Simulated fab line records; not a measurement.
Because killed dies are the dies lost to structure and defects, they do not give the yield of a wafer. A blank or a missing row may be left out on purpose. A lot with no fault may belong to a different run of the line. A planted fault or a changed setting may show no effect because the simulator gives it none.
Matching of chambers + flow nand_harc + NHARC_P_BONDPAD_CMP_32 on cmp-03: 4 sister chambers
The step polishes SiCN, target thk 200 nm. 8 wafers are shown with their chamber, then 8 later ones without.

EACH WAFER AND ITS CHAMBER
| wafer  | chamber | motor_current_A (A) |
|--------|---------|---------------------|
| L080.6 | 1       | 10.4                |
| L082.3 | 0       | 13.4                |
| L082.4 | 1       | 10.5                |
| L084.6 | 3       | 10.5                |
| L086.3 | 3       | 10.6                |
| L086.4 | 0       | 14.7                |
| L086.6 | 2       | 11.5                |
| L088.1 | 2       | 11.9                |

WAFERS MISSING THEIR CHAMBER
| wafer  | motor_current_A (A) |
|--------|---------------------|
| L088.4 | 10.8                |
| L088.5 | 12.0                |
| L089.1 | 11.6                |
| L089.3 | 10.9                |
| L089.6 | 13.8                |
| L092.1 | 10.8                |
| L092.3 | 10.9                |
| L092.6 | 11.2                |

CHAMBER TAKEN BY EACH
| wafer  | from the rows above          | in truth |
|--------|------------------------------|----------|
| L088.4 | can't be placed: 3 or 1 or 2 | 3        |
| L088.5 | 2                            | 2        |
| L089.1 | can't be placed: 2 or 3      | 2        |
| L089.3 | can't be placed: 3 or 1 or 2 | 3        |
| L089.6 | 0                            | 0        |
| L092.1 | can't be placed: 3 or 1 or 2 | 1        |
| L092.3 | can't be placed: 3 or 1 or 2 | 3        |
| L092.6 | can't be placed: 2 or 3 or 1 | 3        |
Correct placement for 2 of the 8. From these rows, 6 cannot be placed; in 6 the true chamber is one of the candidates. Number placed wrongly: 0.
How it was worked out, from the rows above alone: a wafer's distance from a chamber is the root of the sum, over the readings, of the square of ((its reading less the chamber's mean) divided by the reading's scatter). The wafer belongs to the nearest chamber; if the next one is less than 2 further off, it can't be placed. The mean given for a chamber averages the wafers shown for that chamber. The scatter: take each reading less its chamber's mean, square it, sum over the shown wafers, divide by the number of wafers less the number of chambers, and take the root.
